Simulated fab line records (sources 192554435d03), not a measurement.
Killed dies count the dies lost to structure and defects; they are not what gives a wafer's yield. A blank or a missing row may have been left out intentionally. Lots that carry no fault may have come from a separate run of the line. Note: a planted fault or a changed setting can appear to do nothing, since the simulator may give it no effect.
fab line records	flow n5Finfet
record lots=24	wafers=72	lastDay=20
route steps=1938 shown START@1 ZERO_LAYER@19 WELL_APT@45 PMOS_HMC_CHANNEL_EPI@71 FIN_SAQP@118
lots with no fault: from the same line, run without faults
startH: the number of hours between the record's first day and the start of the first shown wafer of the lot	waitH: hours elapsed since this lot's preceding step	" unchanged from the row above	L1.1+2: a single row standing in for several wafers	- no value, or no start was given	* or withheld: withheld	< > ~ a bound
route shown NAME@n: NAME is a module with steps in the file, n the number in the route of the first one	usual: mean/standard deviation of fault-free wafers	same: alike in all rows	chamber/n: place in a boat	sites: per-site readings	_std_site: their standard deviation	_edge_site: the outer-site mean with the inner-site mean subtracted	radiusMm: for every site, how far away it sits from the centre of the wafer	mask NAME#n: copy n	behind: the most recent tool/chamber to have shaped the wafer	hold: the reason the lot was held/the length of the hold in hours/how it ended	device: the n, p or np transistor that did not switch	end of line: tests run on the same wafers once the route is complete	where a step has no rows: the recipe by itself	killed: not the wafer's yield, but the dies lost to structure and defects at the first sort	map: a wafer's dies, marking killed ones x, the rest . and places with no die _
set.NAME: the setting that was run; set.NAME@STEP: the one run at that earlier step	model.NAME: the simulator's own value behind a step, which no gauge read
route steps across a sampled set of lots; one table per step, one row per wafer
services: when a tool's chamber went out of use (startH, in hours from the record's first day, below 0 if earlier), for how many hours, and the reason
## steps
# step N5_START_INSPECT_01
# recipe inspectInstrument=unpatternedScan	mode=incoming
# usual rawDefectCount=5.8/2.4
lot.wafer	tool	chamber	startH	waitH	rawDefectCount
L074.2	defectInspect-02	-	12.03	-	7
L074.4	"	-	"	"	3
L074.6	"	-	"	"	3
L075.2	defectInspect-01	-	18.03	-	4
L075.4	"	-	"	"	4
L075.5	"	-	"	"	5
L076.3	defectInspect-01	-	24.03	-	2
L076.4	"	-	"	"	6
L076.5	"	-	"	"	4
L077.1	defectInspect-01	-	30.03	-	5
L077.5	"	-	"	"	8
L077.6	"	-	"	"	10
L078.1	defectInspect-02	-	36.03	-	5
L078.4	"	-	"	"	8
L078.5	"	-	"	"	10
L079.1	defectInspect-02	-	42.03	-	4
L079.2	"	-	"	"	8
L079.3	"	-	"	"	4
L080.1	defectInspect-02	-	48.03	-	4
L080.2	"	-	"	"	5
L080.4	"	-	"	"	10
L081.2	defectInspect-02	-	54.03	-	6
L081.3	"	-	"	"	4
L081.4	"	-	"	"	9
L082.3	defectInspect-02	-	60.04	-	3
L082.5	"	-	"	"	3
L082.6	"	-	"	"	5
L083.1	defectInspect-02	-	66.03	-	6
L083.3	"	-	"	"	5
L083.5	"	-	"	"	1
L084.3	defectInspect-02	-	72.03	-	5
L084.5	"	-	"	"	6
L084.6	"	-	"	"	5
L085.3	defectInspect-01	-	78.03	-	4
L085.4	"	-	"	"	5
L085.6	"	-	"	"	7
L086.2	defectInspect-01	-	84.03	-	5
L086.3	"	-	"	"	4
L086.5	"	-	"	"	3
L087.1	defectInspect-02	-	90.03	-	5
L087.2	"	-	"	"	7
L087.5	"	-	"	"	4
L088.1	defectInspect-02	-	96.03	-	7
L088.3	"	-	"	"	7
L088.6	"	-	"	"	7
L089.2	defectInspect-02	-	102.03	-	4
L089.3	"	-	"	"	9
L089.5	"	-	"	"	9
L090.4	defectInspect-01	-	108.04	-	7
L090.5	"	-	"	"	4
L090.6	"	-	"	"	6
L091.2	defectInspect-02	-	114.03	-	5
L091.4	"	-	"	"	3
L091.6	"	-	"	"	5
L092.3	defectInspect-02	-	120.03	-	2
L092.4	"	-	"	"	5
L092.5	"	-	"	"	5
L093.1	defectInspect-02	-	126.03	-	0
L093.2	"	-	"	"	5
L093.6	"	-	"	"	4
L094.1	defectInspect-01	-	132.03	-	10
L094.2	"	-	"	"	6
L094.6	"	-	"	"	5
L095.2	defectInspect-02	-	138.03	-	4
L095.3	"	-	"	"	5
L095.6	"	-	"	"	2
L096.1	defectInspect-01	-	144.03	-	10
L096.2	"	-	"	"	5
L096.4	"	-	"	"	6
L097.1	defectInspect-01	-	150.03	-	7
L097.2	"	-	"	"	5
L097.4	"	-	"	"	6
# step N5_ZERO_LAYER_INSPECT_20
# recipe inspectInstrument=darkfield	mode=postClean
# usual rawDefectCount=40/18
lot.wafer	tool	chamber	startH	waitH	rawDefectCount
L074.2	defectInspect-01	-	13.38	0.0	46
L074.4	"	-	"	"	56
L074.6	"	-	"	"	70
L075.2	defectInspect-01	-	19.38	0.0	58
L075.4	"	-	"	"	74
L075.5	"	-	"	"	77
L076.3	defectInspect-01	-	25.72	0.0	78
L076.4	"	-	"	"	55
L076.5	"	-	"	"	82
L077.1	defectInspect-02	-	31.53	0.0	67
L077.5	"	-	"	"	32
L077.6	"	-	"	"	52
L078.1	defectInspect-02	-	37.25	0.0	28
L078.4	"	-	"	"	30
L078.5	"	-	"	"	27
L079.1	defectInspect-01	-	43.40	0.0	44
L079.2	"	-	"	"	32
L079.3	"	-	"	"	21
L080.1	defectInspect-01	-	49.46	0.2	32
L080.2	"	-	"	"	18
L080.4	"	-	"	"	39
L081.2	defectInspect-01	-	55.38	0.0	50
L081.3	"	-	"	"	18
L081.4	"	-	"	"	41
L082.3	defectInspect-02	-	61.33	0.0	33
L082.5	"	-	"	"	17
L082.6	"	-	"	"	39
L083.1	defectInspect-02	-	67.38	0.0	38
L083.3	"	-	"	"	34
L083.5	"	-	"	"	42
L084.3	defectInspect-01	-	73.50	0.0	31
L084.5	"	-	"	"	27
L084.6	"	-	"	"	36
L085.3	defectInspect-02	-	79.82	0.0	9
L085.4	"	-	"	"	22
L085.6	"	-	"	"	39
L086.2	defectInspect-02	-	85.50	0.0	22
L086.3	"	-	"	"	21
L086.5	"	-	"	"	45
L087.1	defectInspect-02	-	91.31	0.0	36
L087.2	"	-	"	"	46
L087.5	"	-	"	"	37
L088.1	defectInspect-02	-	97.40	0.0	22
L088.3	"	-	"	"	43
L088.6	"	-	"	"	37
L089.2	defectInspect-02	-	103.45	0.0	40
L089.3	"	-	"	"	72
L089.5	"	-	"	"	44
L090.4	defectInspect-02	-	109.53	0.0	30
L090.5	"	-	"	"	34
L090.6	"	-	"	"	36
L091.2	defectInspect-02	-	115.38	0.0	45
L091.4	"	-	"	"	44
L091.6	"	-	"	"	35
L092.3	defectInspect-01	-	121.27	0.0	16
L092.4	"	-	"	"	15
L092.5	"	-	"	"	23
L093.1	defectInspect-02	-	127.38	0.0	34
L093.2	"	-	"	"	27
L093.6	"	-	"	"	36
L094.1	defectInspect-02	-	133.25	0.0	51
L094.2	"	-	"	"	27
L094.6	"	-	"	"	40
L095.2	defectInspect-01	-	139.25	0.0	54
L095.3	"	-	"	"	38
L095.6	"	-	"	"	32
L096.1	defectInspect-01	-	145.25	0.0	44
L096.2	"	-	"	"	28
L096.4	"	-	"	"	71
L097.1	defectInspect-02	-	151.30	0.0	77
L097.2	"	-	"	"	85
L097.4	"	-	"	"	50
# step N5_WELL_APT_INSPECT_27
# recipe mode=adi	inspectInstrument=macro
# usual rawDefectCount=2.1/1.4
lot.wafer	tool	chamber	startH	waitH	rawDefectCount
L074.2	defectInspect-01	-	15.10	0.0	2
L074.4	"	-	"	"	1
L074.6	"	-	"	"	1
L075.2	defectInspect-01	-	21.35	0.0	2
L075.4	"	-	"	"	5
L075.5	"	-	"	"	3
L076.3	defectInspect-02	-	27.34	0.0	1
L076.4	"	-	"	"	2
L076.5	"	-	"	"	3
L077.1	defectInspect-01	-	33.43	0.0	1
L077.5	"	-	"	"	5
L077.6	"	-	"	"	4
L078.1	defectInspect-02	-	39.15	0.0	3
L078.4	"	-	"	"	2
L078.5	"	-	"	"	4
L079.1	defectInspect-01	-	45.48	0.0	1
L079.2	"	-	"	"	0
L079.3	"	-	"	"	4
L080.1	defectInspect-02	-	51.06	0.0	1
L080.2	"	-	"	"	4
L080.4	"	-	"	"	3
L081.2	defectInspect-02	-	57.46	0.0	0
L081.3	"	-	"	"	2
L081.4	"	-	"	"	0
L082.3	defectInspect-01	-	62.81	0.0	0
L082.5	"	-	"	"	2
L082.6	"	-	"	"	3
L083.1	defectInspect-02	-	68.86	0.0	1
L083.3	"	-	"	"	2
L083.5	"	-	"	"	0
L084.3	defectInspect-02	-	75.55	0.0	2
L084.5	"	-	"	"	3
L084.6	"	-	"	"	4
L085.3	defectInspect-01	-	81.31	0.0	5
L085.4	"	-	"	"	3
L085.6	"	-	"	"	1
L086.2	defectInspect-02	-	86.98	0.0	1
L086.3	"	-	"	"	0
L086.5	"	-	"	"	2
L087.1	defectInspect-01	-	92.93	0.0	1
L087.2	"	-	"	"	2
L087.5	"	-	"	"	2
L088.1	defectInspect-02	-	99.17	0.0	5
L088.3	"	-	"	"	1
L088.6	"	-	"	"	5
L089.2	defectInspect-02	-	105.07	0.0	5
L089.3	"	-	"	"	0
L089.5	"	-	"	"	2
L090.4	defectInspect-02	-	111.20	0.0	0
L090.5	"	-	"	"	1
L090.6	"	-	"	"	5
L091.2	defectInspect-01	-	117.42	0.0	3
L091.4	"	-	"	"	3
L091.6	"	-	"	"	2
L092.3	defectInspect-02	-	122.88	0.0	4
L092.4	"	-	"	"	0
L092.5	"	-	"	"	3
L093.1	defectInspect-01	-	128.88	0.0	4
L093.2	"	-	"	"	2
L093.6	"	-	"	"	3
L094.1	defectInspect-01	-	134.88	0.0	2
L094.2	"	-	"	"	2
L094.6	"	-	"	"	1
L095.2	defectInspect-01	-	140.88	0.0	4
L095.3	"	-	"	"	3
L095.6	"	-	"	"	4
L096.1	defectInspect-02	-	147.05	0.0	3
L096.2	"	-	"	"	1
L096.4	"	-	"	"	3
L097.1	defectInspect-01	-	153.09	0.0	2
L097.2	"	-	"	"	2
L097.4	"	-	"	"	0
# step N5_PMOS_HMC_CHANNEL_EPI_STRIP_33
# recipe chemistry=N2/H2	powerW=500	tempC=40	pressureMtorr=50	rfFrequencyHz=6e+07	overashFraction=0.3	biasPowerW=8	h2Frac=0.5	n2FlowSccm=300	h2FlowSccm=300
# usual drypumpMotorCurrentA=5.6/0.48	oesProductAu=0.75/0.07	rfVppV=54.0/1.6	showerheadPlenumPTorr=3.38/0.12	throttleValvePct=18.69/0.22
lot.wafer	tool	chamber	startH	waitH	drypumpMotorCurrentA	oesProductAu	rfHoursCounterH	rfVppV	showerheadPlenumPTorr	throttleValvePct
L074.2	rieDiel-05	0	17.64	0.0	5.6	0.73	203	51.7	3.33	18.90
L074.4	"	2	"	"	5.6	0.69	199	52.4	3.19	18.79
L074.6	"	1	"	"	5.5	0.99	-	53.5	3.57	18.13
L075.2	rieDiel-03	2	24.21	0.0	5.6	0.70	194	51.7	3.47	18.74
L075.4	"	1	"	"	6.4	0.70	217	54.1	3.31	18.74
L075.5	"	2	"	"	5.7	0.71	-	55.0	3.47	18.76
L076.3	rieDiel-02	3	30.92	0.0	6.0	0.77	145	53.2	3.20	18.37
L076.4	"	2	"	"	5.6	0.78	141	56.3	3.50	18.97
L076.5	"	2	"	"	5.6	0.79	-	55.3	3.50	18.97
L077.1	rieDiel-02	2	35.76	0.0	5.6	0.77	143	51.8	3.50	18.94
L077.5	"	0	"	"	5.0	0.71	-	55.2	3.47	18.72
L077.6	"	3	"	"	6.0	0.76	-	54.2	3.20	18.37
L078.1	rieDiel-03	2	42.33	0.0	5.6	0.70	198	54.4	3.47	18.77
L078.4	"	3	"	"	5.2	0.91	18	53.6	3.44	18.74
L078.5	"	2	"	"	5.6	0.71	-	54.1	3.47	18.77
L079.1	rieDiel-03	3	47.69	0.0	5.2	0.90	19	55.3	3.44	18.75
L079.2	"	0	"	"	5.1	0.74	163	56.4	3.47	18.50
L079.3	"	1	"	"	6.4	0.70	224	53.0	3.30	18.76
L080.1	rieDiel-03	1	53.62	0.0	6.3	0.69	226	51.1	3.30	18.82
L080.2	"	0	"	"	5.1	0.74	166	54.3	3.47	18.53
L080.4	"	2	"	"	5.6	0.70	201	55.8	3.47	18.78
L081.2	rieDiel-05	0	60.12	0.0	5.6	0.73	216	54.7	3.33	18.94
L081.3	"	2	"	"	5.6	0.68	212	51.5	3.18	18.82
L081.4	"	1	"	"	5.4	0.92	16	54.1	3.56	18.19
L082.3	rieDiel-02	1	65.17	0.0	6.5	0.81	98	54.9	3.24	18.70
L082.5	"	3	"	"	6.0	0.75	-	54.4	3.20	18.38
L082.6	"	0	"	"	5.1	0.70	-	57.0	3.46	18.71
L083.1	rieDiel-03	0	72.26	0.0	5.1	0.73	171	55.1	3.47	18.55
L083.3	"	1	"	"	6.4	0.70	231	53.1	3.30	18.79
L083.5	"	2	"	"	5.6	0.69	-	54.4	3.46	18.80
L084.3	rieDiel-02	2	78.15	0.0	5.7	0.77	154	53.2	3.49	18.96
L084.5	"	3	"	"	6.0	0.75	-	52.5	3.19	18.38
L084.6	"	0	"	"	5.0	0.71	-	55.1	3.46	18.72
L085.3	rieDiel-02	3	84.19	0.0	6.0	0.75	160	53.5	3.19	18.35
L085.4	"	2	"	"	5.6	0.78	156	52.7	3.49	18.95
L085.6	"	2	"	"	5.6	0.76	-	54.4	3.49	19.00
L086.2	rieDiel-03	1	89.29	0.0	6.4	0.68	235	54.8	3.30	18.83
L086.3	"	2	"	"	5.6	0.69	211	54.3	3.46	18.77
L086.5	"	2	"	"	5.6	0.69	-	56.0	3.46	18.78
L087.1	rieDiel-03	0	95.29	0.0	5.1	0.74	176	53.6	3.47	18.56
L087.2	"	1	"	"	6.3	0.70	236	53.6	3.30	18.78
L087.5	"	0	"	"	5.1	0.73	-	54.7	3.46	18.54
L088.1	rieDiel-02	0	101.50	0.0	5.0	0.71	210	50.7	3.46	18.75
L088.3	"	3	"	"	6.0	0.75	164	56.4	3.19	18.43
L088.6	"	3	"	"	6.0	0.74	-	52.3	3.19	18.40
L089.2	rieDiel-03	1	107.41	0.0	6.3	0.68	239	56.7	3.30	18.81
L089.3	"	0	"	"	5.1	0.75	178	55.4	3.46	18.57
L089.5	"	2	"	"	5.7	0.68	-	55.0	3.46	18.80
L090.4	rieDiel-02	3	113.56	0.0	6.0	0.76	167	49.8	3.19	18.40
L090.5	"	1	"	"	6.4	0.79	-	51.4	3.23	18.73
L090.6	"	2	"	"	5.6	0.76	-	56.7	3.49	19.01
L091.2	rieDiel-05	2	120.27	0.0	5.6	0.66	226	53.7	3.17	18.81
L091.4	"	0	"	"	5.6	0.73	232	55.4	3.32	18.95
L091.6	"	0	"	"	5.6	0.72	-	54.1	3.32	18.93
L092.3	rieDiel-03	0	125.77	0.0	5.1	0.74	181	50.9	3.46	18.56
L092.4	"	1	"	"	6.4	0.68	242	52.8	3.29	18.79
L092.5	"	1	"	"	6.3	0.68	-	53.5	3.29	18.84
L093.1	rieDiel-02	2	131.27	0.0	5.6	0.77	168	54.6	3.49	19.00
L093.2	"	0	"	"	5.1	0.70	219	52.6	3.45	18.76
L093.6	"	3	"	"	6.0	0.75	-	57.1	3.19	18.41
L094.1	rieDiel-05	1	137.25	0.0	5.4	0.89	37	53.4	3.55	18.21
L094.2	"	0	"	"	5.6	0.71	238	56.1	3.31	18.91
L094.6	"	1	"	"	5.5	0.88	-	55.1	3.55	18.22
L095.2	rieDiel-05	2	143.30	0.0	5.6	0.66	234	52.3	3.17	18.85
L095.3	"	1	"	"	5.4	0.89	39	57.2	3.55	18.19
L095.6	"	3	"	"	4.9	0.71	-	54.8	3.42	18.49
L096.1	rieDiel-02	2	149.93	0.0	5.6	0.75	174	58.0	3.48	19.01
L096.2	"	0	"	"	5.0	0.70	225	55.7	3.45	18.74
L096.4	"	1	"	"	6.4	0.78	118	56.3	3.23	18.75
L097.1	rieDiel-02	0	155.61	0.0	5.0	0.70	227	53.1	3.45	18.76
L097.2	"	3	"	"	6.0	0.73	181	53.6	3.18	18.41
L097.4	"	3	"	"	6.0	0.73	-	55.5	3.18	18.41
# step N5_FIN_SAQP_HM_OPEN_73
# recipe chemistry=CHF3/O2	target=SiO2	stopOn=a-Si	targetDepthA=120	overEtchFrac=1.8	maskMaterial=SOC	timeS=16.8	pressureMtorr=30	sourceW=650	biasW=170	Ar_flow_sccm=200	CHF3_flow_sccm=50	O2_flow_sccm=5	ionEnergyEv=200	ends=endPoint
# usual drypumpMotorCurrentA=5.6/0.38	oesProductAu=0.47/0.051	rfVppV=523/12	showerheadPlenumPTorr=2.45/0.075	throttleValvePct=18.72/0.25
lot.wafer	tool	chamber	startH	waitH	drypumpMotorCurrentA	oesProductAu	rfHoursCounterH	rfVppV	showerheadPlenumPTorr	throttleValvePct
L074.2	rieDiel-01	2	22.60	0.0	5.9	0.56	9	515	2.54	18.37
L074.4	"	1	"	"	5.3	0.46	-	524	2.51	18.90
L074.6	"	0	"	"	5.9	0.43	-	516	2.30	18.66
L075.2	rieDiel-06	1	28.56	0.0	5.5	0.53	25	529	2.45	18.81
L075.4	"	3	"	"	4.9	0.46	156	521	2.32	18.74
L075.5	"	1	"	"	5.5	0.54	-	531	2.45	18.80
L076.3	rieDiel-01	2	35.24	0.0	5.9	0.54	14	517	2.54	18.38
L076.4	"	1	"	"	5.3	0.46	-	525	2.51	18.92
L076.5	"	2	"	"	5.9	0.54	-	515	2.54	18.36
L077.1	rieDiel-04	1	40.49	0.0	6.2	0.47	147	522	2.53	19.23
L077.5	"	3	"	"	5.5	0.43	-	553	2.49	18.76
L077.6	"	2	"	"	6.0	0.45	-	529	2.42	18.83
L078.1	rieDiel-04	0	46.53	0.0	6.1	0.41	232	532	2.47	18.63
L078.4	"	1	"	"	6.2	0.46	149	521	2.53	19.22
L078.5	"	1	"	"	6.2	0.47	-	521	2.53	19.22
L079.1	rieDiel-01	3	52.70	0.0	5.2	0.57	5	509	2.47	18.51
L079.2	"	0	"	"	5.9	0.42	238	517	2.30	18.68
L079.3	"	1	"	"	5.3	0.46	168	525	2.51	18.93
L080.1	rieDiel-06	3	58.31	0.0	5.0	0.45	166	521	2.31	18.77
L080.2	"	0	"	"	5.2	0.43	227	537	2.45	18.44
L080.4	"	1	"	"	5.6	0.53	36	530	2.45	18.81
L081.2	rieDiel-01	2	64.45	0.0	5.9	0.52	24	515	2.54	18.39
L081.3	"	1	"	"	5.3	0.45	172	524	2.51	18.93
L081.4	"	3	"	"	5.3	0.56	9	508	2.47	18.52
L082.3	rieDiel-06	3	69.97	0.0	4.9	0.44	170	522	2.31	18.75
L082.5	"	0	"	"	5.2	0.44	-	539	2.45	18.43
L082.6	"	3	"	"	4.9	0.44	-	521	2.31	18.76
L083.1	rieDiel-04	0	77.49	0.0	6.1	0.41	243	530	2.47	18.66
L083.3	"	3	"	"	5.5	0.42	230	553	2.48	18.80
L083.5	"	2	"	"	5.9	0.46	-	528	2.41	18.88
L084.3	rieDiel-01	1	82.89	0.0	5.3	0.45	177	527	2.50	18.96
L084.5	"	0	"	"	5.9	0.41	-	515	2.29	18.67
L084.6	"	1	"	"	5.3	0.45	-	525	2.50	18.95
L085.3	rieDiel-04	0	90.70	0.0	6.1	0.40	247	531	2.46	18.65
L085.4	"	2	"	"	5.9	0.45	168	531	2.41	18.88
L085.6	"	2	"	"	5.9	0.45	-	530	2.41	18.88
L086.2	rieDiel-06	0	94.50	0.0	5.2	0.43	237	537	2.45	18.46
L086.3	"	1	"	"	5.6	0.52	46	530	2.44	18.83
L086.5	"	3	"	"	4.9	0.44	-	521	2.31	18.77
L087.1	rieDiel-01	1	101.31	0.0	5.3	0.45	180	525	2.50	18.93
L087.2	"	2	"	"	5.9	0.52	34	516	2.53	18.40
L087.5	"	1	"	"	5.3	0.46	-	525	2.50	18.95
L088.1	rieDiel-06	2	106.16	0.0	5.6	0.41	222	502	2.48	18.68
L088.3	"	1	"	"	5.6	0.52	50	531	2.44	18.86
L088.6	"	3	"	"	4.9	0.44	-	521	2.31	18.77
L089.2	rieDiel-04	2	112.37	0.0	5.9	0.44	176	529	2.41	18.88
L089.3	"	3	"	"	5.5	0.42	242	552	2.48	18.83
L089.5	"	2	"	"	5.9	0.45	-	530	2.41	18.90
L090.4	rieDiel-01	3	118.61	0.0	5.3	0.55	-	507	2.47	18.54
L090.5	"	2	"	"	5.9	0.50	-	515	2.53	18.42
L090.6	"	3	"	"	5.2	0.53	-	507	2.47	18.54
L091.2	rieDiel-01	1	124.82	0.0	5.3	0.44	185	525	2.50	18.96
L091.4	"	2	"	"	5.9	0.51	-	515	2.53	18.43
L091.6	"	1	"	"	5.3	0.45	-	524	2.50	18.95
L092.3	rieDiel-04	1	131.17	0.0	6.2	0.46	180	521	2.52	19.27
L092.4	"	2	"	"	5.9	0.44	-	531	2.40	18.91
L092.5	"	0	"	"	6.1	0.59	-	531	2.46	18.20
L093.1	rieDiel-01	2	136.97	0.0	5.9	0.50	46	514	2.53	18.40
L093.2	"	1	"	"	5.3	0.44	189	527	2.50	18.94
L093.6	"	1	"	"	5.3	0.45	-	524	2.50	18.96
L094.1	rieDiel-06	2	142.85	0.0	5.6	0.41	234	503	2.48	18.71
L094.2	"	1	"	"	5.5	0.50	62	530	2.44	18.86
L094.6	"	3	"	"	5.0	0.44	-	522	2.31	18.79
L095.2	rieDiel-04	2	148.50	0.0	5.9	0.44	192	530	2.40	18.92
L095.3	"	1	"	"	6.2	0.44	187	523	2.51	19.26
L095.6	"	2	"	"	5.9	0.44	-	530	2.40	18.93
L096.1	rieDiel-01	0	154.79	0.0	5.9	0.55	10	524	2.58	18.34
L096.2	"	3	"	"	5.3	0.52	37	507	2.46	18.57
L096.4	"	1	"	"	5.3	0.45	196	524	2.50	18.97
L097.1	rieDiel-06	2	161.41	0.0	5.6	0.41	240	504	2.47	18.71
L097.2	"	1	"	"	5.5	0.49	71	529	2.43	18.89
L097.4	"	3	"	"	4.9	0.44	-	521	2.30	18.81
# step N5_FIN_SAQP_ETCH_65
# recipe chemistry=CF4	target=SiO2	targetDepthA=40	ionEnergyEv=350	timeS=4.4	pressureMtorr=10	icpW=800	biasW=400	cf4FlowSccm=80
# usual drypumpMotorCurrentA=5.6/0.39	oesProductAu=1.009/0.022	throttleValvePct=21.76/0.23
lot.wafer	tool	chamber	startH	waitH	drypumpMotorCurrentA	oesProductAu	rfHoursCounterH	throttleValvePct
L074.2	rieSi-02	0	24.61	0.1	5.7	0.991	55	22.07
L074.4	"	3	"	"	5.4	1.009	63	21.86
L074.6	"	1	"	"	5.4	1.039	-	21.71
L075.2	rieSi-02	0	30.53	0.1	5.7	0.986	55	22.07
L075.4	"	1	"	"	5.4	1.034	27	21.70
L075.5	"	0	"	"	5.7	0.988	-	22.08
L076.3	rieSi-01	3	38.23	0.1	5.5	1.000	87	21.51
L076.4	"	0	"	"	6.1	0.974	6	21.82
L076.5	"	0	"	"	6.0	0.983	-	21.82
L077.1	rieSi-05	1	42.65	0.1	5.0	1.027	60	21.72
L077.5	"	2	"	"	6.0	1.008	-	21.76
L077.6	"	1	"	"	5.0	1.021	-	21.73
L078.1	rieSi-05	2	48.61	0.1	6.0	0.994	157	21.77
L078.4	"	1	"	"	5.0	1.009	-	21.72
L078.5	"	3	"	"	5.9	0.966	-	21.96
L079.1	rieSi-05	3	55.25	0.1	5.9	0.964	6	21.96
L079.2	"	0	"	"	5.8	1.026	91	21.56
L079.3	"	2	"	"	6.0	1.000	157	21.76
L080.1	rieSi-05	2	60.35	0.1	6.0	1.001	158	21.76
L080.2	"	0	"	"	5.8	1.019	91	21.58
L080.4	"	1	"	"	5.0	1.018	61	21.72
L081.2	rieSi-01	2	66.72	0.1	4.8	1.031	42	21.92
L081.3	"	0	"	"	6.0	0.970	7	21.83
L081.4	"	3	"	"	5.5	0.998	87	21.51
L082.3	rieSi-05	1	72.21	0.1	5.0	1.023	61	21.73
L082.5	"	1	"	"	5.0	1.013	-	21.71
L082.6	"	2	"	"	6.0	0.987	-	21.75
L083.1	rieSi-05	2	79.47	0.1	6.0	0.997	158	21.75
L083.3	"	0	"	"	5.8	1.030	91	21.57
L083.5	"	3	"	"	5.9	0.970	-	21.94
L084.3	rieSi-01	2	84.92	0.1	4.8	1.018	42	21.89
L084.5	"	3	"	"	5.5	0.998	-	21.53
L084.6	"	0	"	"	6.1	0.978	-	21.81
L085.3	rieSi-01	2	92.66	0.1	4.8	1.020	43	21.91
L085.4	"	0	"	"	6.0	0.981	7	21.82
L085.6	"	1	"	"	5.7	1.012	-	22.00
L086.2	rieSi-01	3	96.47	0.1	5.5	1.003	88	21.51
L086.3	"	1	"	"	5.8	1.011	15	22.00
L086.5	"	1	"	"	5.8	1.015	-	21.97
L087.1	rieSi-02	3	103.30	0.1	5.4	1.026	64	21.87
L087.2	"	1	"	"	5.4	1.050	28	21.71
L087.5	"	3	"	"	5.4	1.021	-	21.88
L088.1	rieSi-05	1	108.12	0.1	5.0	1.010	61	21.72
L088.3	"	2	"	"	6.0	1.006	158	21.78
L088.6	"	0	"	"	5.8	1.035	-	21.57
L089.2	rieSi-05	1	114.71	0.1	5.0	1.009	62	21.72
L089.3	"	3	"	"	5.9	0.965	7	21.96
L089.5	"	0	"	"	5.8	1.029	-	21.58
L090.4	rieSi-02	0	120.97	0.1	5.7	1.000	57	22.07
L090.5	"	0	"	"	5.7	0.991	-	22.08
L090.6	"	1	"	"	5.4	1.030	-	21.71
L091.2	rieSi-05	3	126.86	0.1	5.9	0.958	8	21.94
L091.4	"	1	"	"	5.0	1.017	62	21.72
L091.6	"	0	"	"	5.8	1.026	-	21.56
L092.3	rieSi-02	3	133.55	0.1	5.4	1.022	65	21.88
L092.4	"	1	"	"	5.4	1.041	29	21.68
L092.5	"	3	"	"	5.4	1.019	-	21.89
L093.1	rieSi-02	1	138.97	0.1	5.4	1.035	29	21.71
L093.2	"	2	"	"	6.1	1.036	83	21.25
L093.6	"	0	"	"	5.7	0.995	-	22.08
L094.1	rieSi-02	0	145.43	0.1	5.8	1.000	58	22.09
L094.2	"	2	"	"	6.1	1.026	83	21.25
L094.6	"	1	"	"	5.4	1.030	-	21.70
L095.2	rieSi-02	0	150.62	0.1	5.7	1.000	58	22.09
L095.3	"	2	"	"	6.1	1.035	83	21.27
L095.6	"	0	"	"	5.7	1.011	-	22.09
L096.1	rieSi-02	3	156.81	0.1	5.4	1.015	65	21.87
L096.2	"	2	"	"	6.1	1.019	83	21.25
L096.4	"	0	"	"	5.8	1.004	58	22.08
L097.1	rieSi-02	3	164.90	0.1	5.4	1.013	65	21.87
L097.2	"	2	"	"	6.1	1.008	83	21.27
L097.4	"	0	"	"	5.7	0.985	-	22.08
## services
tool	chamber	startH	hours	kind
rieDiel-03	0	-4.54	6.0	repair
rieSi-01	2	5.70	8.5	repair
rieSi-02	1	12.14	0.9	repair
rieDiel-03	2	12.43	5.6	repair
rieDiel-01	3	14.08	-	clean
rieDiel-01	3	14.08	-	consumableReplace:focusRing
rieDiel-01	3	14.08	22.3	scheduledDown
rieDiel-01	3	14.08	22.3	ventCycle
rieSi-05	0	45.20	6.5	repair
rieDiel-05	3	52.46	7.1	repair
rieDiel-05	-	66.04	5.2	repair
rieDiel-01	1	88.33	1.7	repair
rieDiel-01	0	99.46	-	clean
rieDiel-01	0	99.46	-	consumableReplace:focusRing
rieDiel-01	0	99.46	-	consumableReplace:showerhead
rieDiel-01	0	99.46	25.6	scheduledDown
rieDiel-03	-	107.77	2.8	pm
rieDiel-01	1	111.49	9.7	repair
rieDiel-02	1	125.47	2.9	repair
rieDiel-06	0	130.10	4.0	repair
rieDiel-05	-	154.02	2.8	pm
rieDiel-02	1	154.53	9.8	repair
rieDiel-01	3	156.77	43.4	repair
rieSi-02	1	162.54	3.4	repair
## key
fault none
